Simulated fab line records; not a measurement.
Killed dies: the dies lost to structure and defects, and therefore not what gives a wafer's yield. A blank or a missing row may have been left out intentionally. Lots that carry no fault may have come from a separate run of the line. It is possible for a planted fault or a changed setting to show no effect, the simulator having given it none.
One fault through the eyes of 2 desks + flow n5_finfet + each desk holds nothing but its own numbers, with what lay behind them at the end

## TOOL OWNER'S DESK, rie_diel-03
The tool's own readings at N5_BEOL_M3_ETCH_70 (etches SOC in N2/H2, target depth 80 nm, overetch 16 nm, time 120 s): means of the sampled wafers that have a number, for each lot that ran on this tool. A lot is out of limits, marked OUT, if its mean lies more than 4 standard deviations from the usual mean; the brackets give that distance.
Columns: A = drypump_motor_current_A at N5_BEOL_M3_ETCH_70, usual 5.9 A; B = oes_product_au at N5_BEOL_M3_ETCH_70, usual 0.59 a.u.; C = rf_vpp_V at N5_BEOL_M3_ETCH_70, usual 523.0 V; D = run_length_s at N5_BEOL_M3_ETCH_70, usual 143.5 s; E = showerhead_plenum_p_Torr at N5_BEOL_M3_ETCH_70, usual 2.51 Torr; F = throttle_valve_pct at N5_BEOL_M3_ETCH_70, usual 17.72 %
| lot  | first seen here | A   | B    | C     | D               | E    | F     |
|------|-----------------|-----|------|-------|-----------------|------|-------|
| L949 | day 7 05:33     | 6.5 | 0.59 | 522.6 | 143.6           | 2.51 | 17.82 |
| L957 | day 9 16:25     | 6.5 | 0.57 | 523.4 | 150.1 (+16) OUT | 2.50 | 17.84 |
| L959 | day 10 03:38    | 6.0 | 0.59 | 521.8 | 148.7 (+13) OUT | 2.50 | 17.56 |
| L967 | day 12 22:49    | 6.5 | 0.57 | 522.7 | 143.8           | 2.49 | 17.89 |
| L972 | day 13 19:26    | 6.1 | 0.59 | 522.8 | 143.8           | 2.51 | 17.66 |
Finding of this desk: L957, L959 out of limits; the first was L957 at day 9 16:25, on run_length_s at N5_BEOL_M3_ETCH_70. L949, L967, L972: within limits.

## THE METROLOGY DESK
What the gauges read for every lot (on any tool): the sampled wafers with a number, averaged. A lot is out of limits, marked OUT, if its mean lies more than 4 standard deviations from the usual mean; the brackets give that distance. 7 of its 11 readings are shown, namely those furthest out on some lot.
Columns: A = cd_nm at N5_BEOL_M3_CD_MEAS_18, usual 17.9 nm; B = IOFF_N at N5_BEOL_M4_RC_MEAS_101, usual 0.16 nA/um; C = ION_N at N5_BEOL_M4_RC_MEAS_101, usual 672 uA/um; D = ION_P at N5_BEOL_M4_RC_MEAS_101, usual 459 uA/um; E = SS_P at N5_BEOL_M4_RC_MEAS_101, usual 73.3 mV/dec; F = VT_N at N5_BEOL_M4_RC_MEAS_101, usual 250 mV; G = VT_P at N5_BEOL_M4_RC_MEAS_101, usual -251 mV
| lot  | first seen here | A    | B    | C   | D   | E    | F   | G    |
|------|-----------------|------|------|-----|-----|------|-----|------|
| L949 | day 7 02:10     | 18.3 | 0.14 | 669 | 459 | 72.7 | 251 | -251 |
| L957 | day 9 14:32     | 17.9 | 0.13 | 652 | 459 | 72.3 | 254 | -249 |
| L959 | day 9 17:59     | 18.0 | 0.17 | 679 | 463 | 73.9 | 249 | -250 |
| L965 | day 12 02:28    | 17.7 | 0.16 | 671 | 468 | 73.1 | 249 | -247 |
| L969 | day 12 10:32    | 17.5 | 0.16 | 683 | 458 | 72.9 | 248 | -254 |
| L971 | day 12 16:45    | 18.0 | 0.14 | 671 | 459 | 72.8 | 253 | -252 |
| L967 | day 12 21:20    | 18.0 | 0.20 | 675 | 458 | 74.1 | 247 | -250 |
| L970 | day 13 00:30    | 18.4 | 0.21 | 690 | 468 | 74.3 | 245 | -249 |
| L972 | day 13 12:27    | 17.9 | 0.19 | 681 | 460 | 73.0 | 246 | -249 |
This desk's finding: nothing out of limits on any of the 9 lots.

## PUT TOGETHER
On L957, L959, at day 9 16:25, an alarm was possible from the tool owner's desk.
Metrology desk: nothing out of limits seen.
The metrology desk holds a record of L957, L959, inside its limits.
Of the lots named, all ran N5_BEOL_M3_ETCH_70 on rie_diel-03.

## WHAT THE SIMULATOR HAD PUT IN
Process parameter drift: rie_diel-03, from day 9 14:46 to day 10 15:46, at N5_BEOL_M3_ETCH_70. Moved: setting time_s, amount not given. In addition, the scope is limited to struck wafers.
Lots struck among those shown: L957, L959.
Delay in hours, fault start to first out-of-limits reading, by desk: the tool owner's desk at 2.
